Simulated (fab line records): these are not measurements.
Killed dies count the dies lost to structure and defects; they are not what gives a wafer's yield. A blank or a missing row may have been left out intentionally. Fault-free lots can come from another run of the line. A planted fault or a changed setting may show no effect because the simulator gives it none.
Which tool was responsible? / flow n5-finfet / 24 lots, 72 wafers sampled, at 3 steps of a route of 1938

== WHAT THE GAUGES READ, wafer by wafer ==
N5_BEOL_M10_THK_MEAS_01. Usual: M10_ILD_THK typically reads 270 nm, with standard deviation 3.6.
lot=L074; measured=day 11 11:30; on=film-metro-01; M10_ILD_THK (nm)=266 270 271; flag=
lot=L076; measured=day 11 16:12; on=film-metro-01; M10_ILD_THK (nm)=269 268 270; flag=
lot=L075; measured=day 11 16:17; on=film-metro-01; M10_ILD_THK (nm)=270 268 271; flag=
lot=L077; measured=day 12 00:35; on=film-metro-01; M10_ILD_THK (nm)=269 269 274; flag=
lot=L078; measured=day 12 06:41; on=film-metro-01; M10_ILD_THK (nm)=270 267 270; flag=
lot=L080; measured=day 12 19:20; on=film-metro-01; M10_ILD_THK (nm)=264 272 271; flag=
lot=L079; measured=day 12 22:22; on=film-metro-01; M10_ILD_THK (nm)=261 265 270; flag=
lot=L081; measured=day 13 02:36; on=film-metro-02; M10_ILD_THK (nm)=272 270 275; flag=
lot=L082; measured=day 13 07:08; on=film-metro-02; M10_ILD_THK (nm)=267 266 271; flag=
lot=L083; measured=day 13 10:37; on=film-metro-01; M10_ILD_THK (nm)=271 267 269; flag=
lot=L084; measured=day 13 14:41; on=film-metro-01; M10_ILD_THK (nm)=269 272 272; flag=
lot=L087; measured=day 14 02:03; on=film-metro-01; M10_ILD_THK (nm)=267 270 271; flag=
lot=L085; measured=day 14 09:54; on=film-metro-01; M10_ILD_THK (nm)=264 271 276; flag=
lot=L086; measured=day 14 16:25; on=film-metro-01; M10_ILD_THK (nm)=267 269 270; flag=
lot=L089; measured=day 14 19:39; on=film-metro-02; M10_ILD_THK (nm)=272 269 272; flag=
lot=L088; measured=day 15 00:37; on=film-metro-02; M10_ILD_THK (nm)=268 271 276; flag=
lot=L091; measured=day 15 01:32; on=film-metro-01; M10_ILD_THK (nm)=269 278 274; flag=
lot=L092; measured=day 15 04:39; on=film-metro-02; M10_ILD_THK (nm)=263 258 269; flag=
lot=L090; measured=day 15 15:41; on=film-metro-01; M10_ILD_THK (nm)=266 270 277; flag=
lot=L095; measured=day 16 09:09; on=film-metro-02; M10_ILD_THK (nm)=271 274 279; flag=
lot=L093; measured=day 16 09:26; on=film-metro-01; M10_ILD_THK (nm)=269 266 274; flag=
lot=L094; measured=day 16 21:25; on=film-metro-01; M10_ILD_THK (nm)=267 269 271; flag=
lot=L097; measured=day 17 14:28; on=film-metro-01; M10_ILD_THK (nm)=266 272 268; flag=
lot=L096; measured=day 17 17:09; on=film-metro-02; M10_ILD_THK (nm)=268 272 273; flag=

N5_BEOL_M10_INSPECT_30: inspects for defects (brightfield). Usual: 416 for raw-defect-count, sd 83.
lot=L074; measured=day 11 14:02; on=defect-inspect-01; raw-defect-count=392 438 393; flag=
lot=L076; measured=day 11 19:40; on=defect-inspect-02; raw-defect-count=399 510 409; flag=
lot=L075; measured=day 11 19:50; on=defect-inspect-02; raw-defect-count=345 421 364; flag=
lot=L077; measured=day 12 02:37; on=defect-inspect-02; raw-defect-count=351 329 367; flag=
lot=L078; measured=day 12 11:44; on=defect-inspect-02; raw-defect-count=318 427 437; flag=
lot=L080; measured=day 12 22:08; on=defect-inspect-02; raw-defect-count=446 401 436; flag=
lot=L079; measured=day 13 02:26; on=defect-inspect-02; raw-defect-count=476 563 430; flag=
lot=L081; measured=day 13 05:20; on=defect-inspect-02; raw-defect-count=386 424 264; flag=
lot=L082; measured=day 13 10:52; on=defect-inspect-02; raw-defect-count=465 422 592; flag=
lot=L083; measured=day 13 15:10; on=defect-inspect-02; raw-defect-count=470 469 618; flag=
lot=L084; measured=day 13 21:11; on=defect-inspect-02; raw-defect-count=367 382 379; flag=
lot=L087; measured=day 14 04:43; on=defect-inspect-01; raw-defect-count=283 335 371; flag=
lot=L085; measured=day 14 13:49; on=defect-inspect-01; raw-defect-count=637 433 419; flag=
lot=L086; measured=day 14 20:58; on=defect-inspect-02; raw-defect-count=339 340 314; flag=
lot=L089; measured=day 14 22:43; on=defect-inspect-01; raw-defect-count=537 565 475; flag=
lot=L088; measured=day 15 05:24; on=defect-inspect-02; raw-defect-count=457 457 482; flag=
lot=L091; measured=day 15 05:14; on=defect-inspect-02; raw-defect-count=507 376 387; flag=
lot=L092; measured=day 15 08:47; on=defect-inspect-01; raw-defect-count=389 475 385; flag=
lot=L090; measured=day 15 18:40; on=defect-inspect-02; raw-defect-count=410 311 457; flag=
lot=L095; measured=day 16 18:07; on=defect-inspect-02; raw-defect-count=410 505 402; flag=
lot=L093; measured=day 16 17:56; on=defect-inspect-01; raw-defect-count=367 395 427; flag=
lot=L094; measured=day 17 00:57; on=defect-inspect-02; raw-defect-count=505 476 486; flag=
lot=L097; measured=day 17 18:27; on=defect-inspect-02; raw-defect-count=347 469 291; flag=
lot=L096; measured=day 17 20:13; on=defect-inspect-02; raw-defect-count=255 423 265; flag=

== WHAT TOOL EACH LOT RAN ON (gives the tool, then ch and the chambers of the sampled wafers, and finally the start) ==
lot=L074; N5_BEOL_M10_HM_DEP_02=pvd-sputter-01, day 11 12:29
lot=L076; N5_BEOL_M10_HM_DEP_02=pvd-sputter-03, day 11 17:58
lot=L075; N5_BEOL_M10_HM_DEP_02=pvd-sputter-02, day 11 18:01
lot=L077; N5_BEOL_M10_HM_DEP_02=pvd-sputter-03, day 12 00:52
lot=L078; N5_BEOL_M10_HM_DEP_02=pvd-sputter-03, day 12 07:29
lot=L080; N5_BEOL_M10_HM_DEP_02=pvd-sputter-03, day 12 20:05
lot=L079; N5_BEOL_M10_HM_DEP_02=pvd-sputter-01, day 12 23:07
lot=L081; N5_BEOL_M10_HM_DEP_02=pvd-sputter-03, day 13 03:19
lot=L082; N5_BEOL_M10_HM_DEP_02=pvd-sputter-03, day 13 08:33
lot=L083; N5_BEOL_M10_HM_DEP_02=pvd-sputter-03, day 13 12:05
lot=L084; N5_BEOL_M10_HM_DEP_02=pvd-sputter-02, day 13 15:58
lot=L087; N5_BEOL_M10_HM_DEP_02=pvd-sputter-01, day 14 03:17
lot=L085; N5_BEOL_M10_HM_DEP_02=pvd-sputter-01, day 14 12:16
lot=L086; N5_BEOL_M10_HM_DEP_02=pvd-sputter-01, day 14 17:13
lot=L089; N5_BEOL_M10_HM_DEP_02=pvd-sputter-03, day 14 21:10
lot=L088; N5_BEOL_M10_HM_DEP_02=pvd-sputter-02, day 15 02:26
lot=L091; N5_BEOL_M10_HM_DEP_02=pvd-sputter-02, day 15 02:38
lot=L092; N5_BEOL_M10_HM_DEP_02=pvd-sputter-03, day 15 06:04
lot=L090; N5_BEOL_M10_HM_DEP_02=pvd-sputter-01, day 15 17:04
lot=L095; N5_BEOL_M10_HM_DEP_02=pvd-sputter-02, day 16 12:55
lot=L093; N5_BEOL_M10_HM_DEP_02=pvd-sputter-02, day 16 13:08
lot=L094; N5_BEOL_M10_HM_DEP_02=pvd-sputter-03, day 16 22:31
lot=L097; N5_BEOL_M10_HM_DEP_02=pvd-sputter-01, day 17 14:56
lot=L096; N5_BEOL_M10_HM_DEP_02=pvd-sputter-03, day 17 18:41
- N5_BEOL_M10_HM_DEP_02: deposits TiN, target thk 20 nm.

== AS READ BY THE TOOLS THEMSELVES (means over the sampled wafers that have a number; for cases with no such wafer, the mark the record gives instead) ==
N5_BEOL_M10_HM_DEP_02. Usual: 30.0 % for throttle-valve-pct, sd 0.95.
lot=L074; tool=pvd-sputter-01; throttle-valve-pct (%)=29.5; flag=
lot=L076; tool=pvd-sputter-03; throttle-valve-pct (%)=29.9; flag=
lot=L075; tool=pvd-sputter-02; throttle-valve-pct (%)=30.5; flag=
lot=L077; tool=pvd-sputter-03; throttle-valve-pct (%)=30.3; flag=
lot=L078; tool=pvd-sputter-03; throttle-valve-pct (%)=30.4; flag=
lot=L080; tool=pvd-sputter-03; throttle-valve-pct (%)=29.7; flag=
lot=L079; tool=pvd-sputter-01; throttle-valve-pct (%)=29.8; flag=
lot=L081; tool=pvd-sputter-03; throttle-valve-pct (%)=29.2; flag=
lot=L082; tool=pvd-sputter-03; throttle-valve-pct (%)=30.0; flag=
lot=L083; tool=pvd-sputter-03; throttle-valve-pct (%)=29.4; flag=
lot=L084; tool=pvd-sputter-02; throttle-valve-pct (%)=30.3; flag=
lot=L087; tool=pvd-sputter-01; throttle-valve-pct (%)=30.4; flag=
lot=L085; tool=pvd-sputter-01; throttle-valve-pct (%)=30.0; flag=
lot=L086; tool=pvd-sputter-01; throttle-valve-pct (%)=29.9; flag=
lot=L089; tool=pvd-sputter-03; throttle-valve-pct (%)=30.1; flag=
lot=L088; tool=pvd-sputter-02; throttle-valve-pct (%)=29.8; flag=
lot=L091; tool=pvd-sputter-02; throttle-valve-pct (%)=30.3; flag=
lot=L092; tool=pvd-sputter-03; throttle-valve-pct (%)=30.7; flag=
lot=L090; tool=pvd-sputter-01; throttle-valve-pct (%)=30.1; flag=
lot=L095; tool=pvd-sputter-02; throttle-valve-pct (%)=31.1; flag=
lot=L093; tool=pvd-sputter-02; throttle-valve-pct (%)=30.0; flag=
lot=L094; tool=pvd-sputter-03; throttle-valve-pct (%)=29.7; flag=
lot=L097; tool=pvd-sputter-01; throttle-valve-pct (%)=30.2; flag=
lot=L096; tool=pvd-sputter-03; throttle-valve-pct (%)=30.5; flag=

== THE ANSWER, worked out from the rows above alone ==
Rule: lot off if the mean of its wafers having a number is beyond 3 standard deviations from the usual mean. A lot without any number at a reading at which 4 lots or more have one is off too. All remaining lots with rows at the step are treated as sound. Order of review: gauges by route order, followed by the tools' own readings, for which a lot's mean as printed above is used. At the first step where some lot is off, the reading lying furthest off is the one used; lots without a number count as furthest.
No lot is off at any reading shown: from this, nothing can be told.

== WHAT HAD BEEN PUT IN BY THE SIMULATOR ==
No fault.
